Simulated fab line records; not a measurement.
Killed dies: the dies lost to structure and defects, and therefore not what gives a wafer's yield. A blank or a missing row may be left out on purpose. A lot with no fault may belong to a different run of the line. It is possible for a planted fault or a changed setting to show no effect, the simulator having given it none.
Problem report in the 8D (eight disciplines) form, filled by code :: flow nand_harc :: the parts of the form that need people (team, actions taken, sign-off) are left out

1. THE PROBLEM
killed_at_array at NHARC_END_SORT_01 reads a mean of 675 on 9 wafers of 3 lots; wafers without a fault read 26 with a standard deviation of 9. Measured from the usual mean, that is +72 standard deviations.
The first sign was on wafer L782.3 at day 22 11:40, on prober-01. The record has a number at this step for 9 wafers belonging to 3 lots. Rule for "out" (also "out of limits"): further than 4 standard deviations from the usual mean. The rest of the wafers with a number are treated as sound.

2. WHAT IT IS, WHAT IT ISN'T
question: which readings at this step
is: killed_at_array, killed_dies
is not: killed_at_other, killed_at_periphery, killed_open, killed_short

question: which lots
is: L782, L783, L784
is not: -

question: which wafers of those lots
is: all that have a number
is not: -

question: read on which gauges
is: prober-01, prober-02
is not: -

question: when
is: from day 22 11:40
is not: up to then (0 sound wafers)

3. SUSPECTS, AND WHAT RULES EACH OUT
Counting: a tool at a process step up to the reading stays a suspect if it ran every lot that is out and no sound lot after the first of them.
- the gauge at NHARC_END_SORT_01 has been ruled out. Those wafers that are out were read across 2 gauges (prober-01, prober-02).
- rie_diel-06 at NHARC_A_STAIRCASE_TRIM_220 (chemistry O2, time 211.2 s): kept. It ran every lot that is out, first L782 (day 14 17:49), and no sound lot after that.
- rie_diel-06 at NHARC_A_STAIRCASE_ETCH_225 (etches the open film in C4F8/O2, target depth 100 nm, time 40.5 s): kept. It ran every lot that is out, first L782 (day 14 18:30), and no sound lot after that.
What counting leaves: rie_diel-06 at NHARC_A_STAIRCASE_TRIM_220 and rie_diel-06 at NHARC_A_STAIRCASE_ETCH_225.

4. THE CAUSE (what the simulator had put in)
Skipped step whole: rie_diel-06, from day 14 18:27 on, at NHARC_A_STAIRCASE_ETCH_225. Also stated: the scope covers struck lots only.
2 suspects survive the count, and this tool is in that group.

5. SEQUENCE OF EFFECTS, ordered by route
Rows list readings where the struck wafers' mean (over those with a number) sits beyond 3 standard deviations from the usual. Scope: only readings with a usual standard deviation given in the record; hours: median across lots of the time from each lot's start at the first step in this table that gives one to its start at this step; sigmas: change in usual standard deviations.
hours: 0
step: NHARC_END_SORT_01
reading: killed_at_array
usual: 26
on struck wafers: 675
change: +649
sigmas: +72

hours: 0
step: NHARC_END_SORT_01
reading: killed_dies
usual: 30
on struck wafers: 677
change: +647
sigmas: +71
Readings that are blank on the struck wafers while sound wafers have them: bias_w at NHARC_A_STAIRCASE_ETCH_225; chamber_pressure_mTorr at NHARC_A_STAIRCASE_ETCH_225; oes_product_au at NHARC_A_STAIRCASE_ETCH_225; rf_vpp_V at NHARC_A_STAIRCASE_ETCH_225.

6. HOW IT WOULD HAVE BEEN CAUGHT EARLIER
Counted from the fault's start at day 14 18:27, it took 185 hours until the first out-of-limits reading at a measuring or inspecting step in this record, taken at day 22 11:40.
At NHARC_A_STAIRCASE_ETCH_225 the tool's readings are blank on the struck wafers, where sound wafers have them: an empty tool record is the first sign, and it was there at once.
All the lots that are out (3) had begun NHARC_A_STAIRCASE_ETCH_225 on rie_diel-06 by day 22 11:40. A hold on the tool at that time would have spared none of them.
